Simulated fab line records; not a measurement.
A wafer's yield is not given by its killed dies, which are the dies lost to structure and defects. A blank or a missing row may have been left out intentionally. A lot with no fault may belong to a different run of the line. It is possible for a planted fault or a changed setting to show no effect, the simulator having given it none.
Problem report, 8D (eight disciplines) form, completed by code | flow nandHarc | the parts of the form that need people (team, actions taken, sign-off) are left out

1. WHAT IS WRONG
A mean of 25.10 s is read at NHARC_P_BONDPAD_DESCUM_11 for runLengthS, taken on 1 wafer of 1 lot, against 23.94 s (standard deviation 0.26) on wafers free of any fault. Relative to the usual mean, that is a shift of +4.5 standard deviations.
The step: chemistry O2, time 3 s.
The first sign was on wafer L835.6 at day 11 20:29, on rieDiel-04. Wafers with a number at this step in the record: 15, from 5 lots. Rule for "out" (also "out of limits"): further than 4 standard deviations from the usual mean. All remaining wafers that have a number are taken as sound.

2. WHAT THIS IS AND IS NOT
question                    | is                | is not
which readings at this step | runLengthS        | drypumpMotorCurrentA, oesProductAu, rfVppV, showerheadPlenumPTorr, throttleValvePct
which lots                  | L835              | L817, L819, L820, L828
which wafers of those lots  | L835.6            | L835.2, L835.4
read on which tools         | rieDiel-04        | -
when                        | from day 11 20:29 | up to then (14 sound wafers)

3. THE SUSPECTS, EACH WITH WHAT RULES IT OUT
Counting: any tool at a process step up to the reading remains a suspect provided it ran every lot that is out. Sound lots after the first of them don't rule it out here, since some wafers of a struck lot are sound.
- rieDiel-04 at NHARC_P_BONDPAD_DESCUM_11 (chemistry O2, time 3 s): kept. It processed L835, the lot that is out, at day 11 20:29, and its most recent sound lot before then was L828 at day 10 09:40. On those wafers its own readings are out: runLengthS.
- In rieDiel-04 at NHARC_P_BONDPAD_DESCUM_11, the wafers that are out were processed in chamber 2 and their sound lot-mates in chambers 1, 3.
Remaining after the count: rieDiel-04 at NHARC_P_BONDPAD_DESCUM_11.

4. THE CAUSE (what the simulator had put in)
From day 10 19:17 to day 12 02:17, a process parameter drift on rieDiel-04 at NHARC_P_BONDPAD_DESCUM_11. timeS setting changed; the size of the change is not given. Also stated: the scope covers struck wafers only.
Counting left only this tool.

5. THE EFFECT CHAIN, in route order
Rows list readings where the struck wafers' mean (over those with a number) sits beyond 3 standard deviations from the usual. Readings are gone through only where the record gives a usual standard deviation; hours: the median, over the lots, of the time from a lot's start at the first step in this table giving one to that lot's start at this step; sigmas: the change measured in usual standard deviations.
hours | step                      | reading    | usual   | on struck wafers | change | sigmas
0     | NHARC_P_BONDPAD_DESCUM_11 | runLengthS | 23.94 s | 25.10            | +1.16  | +4.5
Its process steps:
- NHARC_P_BONDPAD_DESCUM_11: chemistry O2, time 3 s.
Later measuring or inspecting steps at which every struck wafer that the step has a row for has a number for every such reading, and none has moved that far: NHARC_END_SORT_01.

6. WHAT WOULD HAVE CAUGHT IT SOONER
The fault began at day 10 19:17; the first out-of-limits reading in this record came at day 11 20:29, 25 hours later.
